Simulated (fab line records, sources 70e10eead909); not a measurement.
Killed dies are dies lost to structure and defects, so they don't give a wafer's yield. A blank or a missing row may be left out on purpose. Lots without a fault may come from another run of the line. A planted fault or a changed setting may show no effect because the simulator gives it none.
Which tool did it? | flow nand_harc | 24 lots, 72 wafers sampled, at 3 steps of a route of 1159

WHAT THE GAUGES READ, wafer by wafer
NHARC_A_SLIT_CD_MEAS_09: target cd 300 nm. Usual: cd_nm 299.9 nm, standard deviation 0.72.
lot  | measured     | on        | cd_nm (nm)        | flag
L074 | day 13 22:23 | cd_sem-02 | 300.3 299.9 300.0 |
L076 | day 14 17:53 | cd_sem-02 | 299.1 298.6 299.4 |
L078 | day 14 22:09 | cd_sem-03 | 299.5 299.5 299.6 |
L075 | day 14 22:20 | cd_sem-02 | 299.2 301.3 299.9 |
L077 | day 15 00:16 | cd_sem-01 | 299.5 299.5 299.3 |
L079 | day 15 10:22 | cd_sem-03 | 300.8 300.9 300.7 |
L082 | day 16 07:52 | cd_sem-03 | 298.7 299.3 299.3 |
L084 | day 16 12:13 | cd_sem-03 | 298.9 300.2 298.5 |
L080 | day 16 12:14 | cd_sem-01 | 300.2 300.0 300.1 |
L081 | day 16 12:16 | cd_sem-02 | 299.7 300.3 299.6 |
L083 | day 16 14:04 | cd_sem-02 | 299.0 300.5 300.4 |
L086 | day 17 16:21 | cd_sem-01 | 300.1 300.1 300.3 |
L087 | day 17 16:30 | cd_sem-02 | 300.4 299.6 299.0 |
L089 | day 17 18:12 | cd_sem-02 | 299.9 299.6 300.6 |
L088 | day 17 18:23 | cd_sem-02 | 300.4 300.3 300.6 |
L085 | day 17 19:34 | cd_sem-01 | 299.4 298.9 299.2 |
L090 | day 18 05:19 | cd_sem-01 | 300.3 299.1 298.7 |
L091 | day 18 05:04 | cd_sem-03 | 298.9 299.7 300.3 |
L093 | day 18 18:13 | cd_sem-02 | 301.0 299.8 299.1 |
L092 | day 18 18:29 | cd_sem-03 | 300.9 300.0 299.9 |
L095 | day 19 09:05 | cd_sem-02 | 299.9 300.0 300.1 |
L094 | day 19 09:15 | cd_sem-03 | 299.2 298.6 298.8 |
L096 | day 20 03:13 | cd_sem-01 | 301.0 299.6 299.6 |
L097 | day 20 03:28 | cd_sem-03 | 301.4 300.3 301.1 |

WHICH TOOL RAN EACH LOT (tool, then ch and the chambers of the sampled wafers, then the start)
lot  | NHARC_A_SLIT_DEP_00           | NHARC_A_SLIT_DEP_23
L074 | acl_dep-01 ch 0, day 13 19:43 | pecvd-02 ch 0,1, day 13 21:46
L076 | acl_dep-03 ch 0, day 14 16:10 | pecvd-02 ch 0,1,2, day 14 17:17
L078 | acl_dep-03 ch 0, day 14 19:37 | pecvd-04 ch 1,2, day 14 21:35
L075 | acl_dep-01 ch 0, day 14 19:37 | pecvd-01 ch 0,2, day 14 21:40
L077 | acl_dep-03 ch 0, day 14 21:34 | pecvd-04 ch 0,1, day 14 23:37
L079 | acl_dep-02 ch 0, day 15 07:43 | pecvd-04 ch 0,1, day 15 09:41
L082 | acl_dep-02 ch 0, day 16 05:21 | pecvd-02 ch 0,2, day 16 07:19
L084 | acl_dep-01 ch 0, day 16 05:55 | pecvd-02 ch 0,2, day 16 07:35
L080 | acl_dep-01 ch 0, day 16 09:32 | pecvd-02 ch 0,1,2, day 16 11:32
L081 | acl_dep-02 ch 0, day 16 09:52 | pecvd-02 ch 0,2, day 16 11:44
L083 | acl_dep-02 ch 0, day 16 11:31 | pecvd-01 ch 0,1,2, day 16 13:31
L086 | acl_dep-02 ch 0, day 17 13:39 | pecvd-04 ch 0,1,2, day 17 15:40
L087 | acl_dep-03 ch 0, day 17 13:46 | pecvd-02 ch 0,2, day 17 15:45
L089 | acl_dep-02 ch 0, day 17 15:38 | pecvd-02 ch 1,2, day 17 17:42
L088 | acl_dep-03 ch 0, day 17 16:02 | pecvd-04 ch 0,1,2, day 17 17:41
L085 | acl_dep-01 ch 0, day 17 16:45 | pecvd-02 ch 0,1,2, day 17 18:53
L090 | acl_dep-01 ch 0, day 18 02:36 | pecvd-01 ch 1,2, day 18 04:38
L091 | acl_dep-02 ch 0, day 18 03:27 | pecvd-02 ch 0,1,2, day 18 04:35
L093 | acl_dep-02 ch 0, day 18 15:53 | pecvd-02 ch 0,1,2, day 18 17:34
L092 | acl_dep-03 ch 0, day 18 16:27 | pecvd-04 ch 0,1,2, day 18 17:51
L095 | acl_dep-02 ch 0, day 19 06:25 | pecvd-02 ch 0,1,2, day 19 08:26
L094 | acl_dep-01 ch 0, day 19 06:25 | pecvd-02 ch 0,1, day 19 08:37
L096 | acl_dep-02 ch 0, day 20 00:30 | pecvd-01 ch 0,1,2, day 20 02:33
L097 | acl_dep-01 ch 0, day 20 01:34 | pecvd-04 ch 0,1,2, day 20 02:56
- NHARC_A_SLIT_DEP_00: deposits aC, target thk 3200 nm.
- NHARC_A_SLIT_DEP_23: deposits SiON, target thk 100 nm.

WHAT THE TOOLS THEMSELVES READ (means of the sampled wafers that have a number; where no wafer has one, the mark that the record gives instead)
NHARC_A_SLIT_DEP_00. Usual: throttle_valve_pct 34.999 %, standard deviation 0.01.
lot  | tool       | throttle_valve_pct (%) | flag
L074 | acl_dep-01 | 35.000                 |
L076 | acl_dep-03 | 35.007                 |
L078 | acl_dep-03 | 35.000                 |
L075 | acl_dep-01 | 35.001                 |
L077 | acl_dep-03 | 35.004                 |
L079 | acl_dep-02 | 34.999                 |
L082 | acl_dep-02 | 34.993                 |
L084 | acl_dep-01 | 35.002                 |
L080 | acl_dep-01 | 35.003                 |
L081 | acl_dep-02 | 34.990                 |
L083 | acl_dep-02 | 35.005                 |
L086 | acl_dep-02 | 34.986                 |
L087 | acl_dep-03 | 35.005                 |
L089 | acl_dep-02 | 34.991                 |
L088 | acl_dep-03 | 34.999                 |
L085 | acl_dep-01 | 35.003                 |
L090 | acl_dep-01 | 35.015                 |
L091 | acl_dep-02 | 34.993                 |
L093 | acl_dep-02 | 35.004                 |
L092 | acl_dep-03 | 34.995                 |
L095 | acl_dep-02 | 35.000                 |
L094 | acl_dep-01 | 34.996                 |
L096 | acl_dep-02 | 34.992                 |
L097 | acl_dep-01 | 34.993                 |

NHARC_A_SLIT_DEP_23. Usual: heater_power_outer_w 463 W, standard deviation 67; heater_power_w 791 W, standard deviation 130; rf_fwd_power_W 348.2 W, standard deviation 1.1.
lot  | tool     | heater_power_outer_w (W) | heater_power_w (W) | rf_fwd_power_W (W) | flag
L074 | pecvd-02 | 459                      | 764                | 347.3              |
L076 | pecvd-02 | 429                      | 759                | 348.3              |
L078 | pecvd-04 | 432                      | 773                | 349.2              |
L075 | pecvd-01 | 463                      | 712                | 347.9              |
L077 | pecvd-04 | 484                      | 857                | 347.8              |
L079 | pecvd-04 | 501                      | 866                | 349.8              |
L082 | pecvd-02 | 415                      | 683                | 347.8              |
L084 | pecvd-02 | 404                      | 696                | 348.4              |
L080 | pecvd-02 | 485                      | 844                | 347.8              |
L081 | pecvd-02 | 410                      | 711                | 349.0              |
L083 | pecvd-01 | 442                      | 711                | 348.6              |
L086 | pecvd-04 | 502                      | 839                | 348.4              |
L087 | pecvd-02 | 420                      | 732                | 349.2              |
L089 | pecvd-02 | 522                      | 936                | 348.8              |
L088 | pecvd-04 | 474                      | 815                | 347.9              |
L085 | pecvd-02 | 484                      | 834                | 349.0              |
L090 | pecvd-01 | 450                      | 753                | 348.3              |
L091 | pecvd-02 | 474                      | 820                | 348.8              |
L093 | pecvd-02 | 453                      | 793                | 347.6              |
L092 | pecvd-04 | 477                      | 811                | 347.6              |
L095 | pecvd-02 | 498                      | 836                | 348.4              |
L094 | pecvd-02 | 524                      | 903                | 348.6              |
L096 | pecvd-01 | 455                      | 732                | 347.7              |
L097 | pecvd-04 | 476                      | 817                | 348.6              |

THE ANSWER, worked out from the rows above alone
Rule: a lot is off if the mean of its wafers that have a number lies more than 3 standard deviations from the usual mean. A lot without any number at a reading at which 4 lots or more have one is off too. The other lots that the step has rows for count as sound. The gauges are gone through in route order, then the tools' own readings, and for those a lot's mean is taken as printed above. The first step at which some lot is off is used, and at that step the reading that is off furthest; a lot without a number counts as furthest.
No lot is off at any reading shown: from this, nothing can be told.

WHAT THE SIMULATOR HAD PUT IN
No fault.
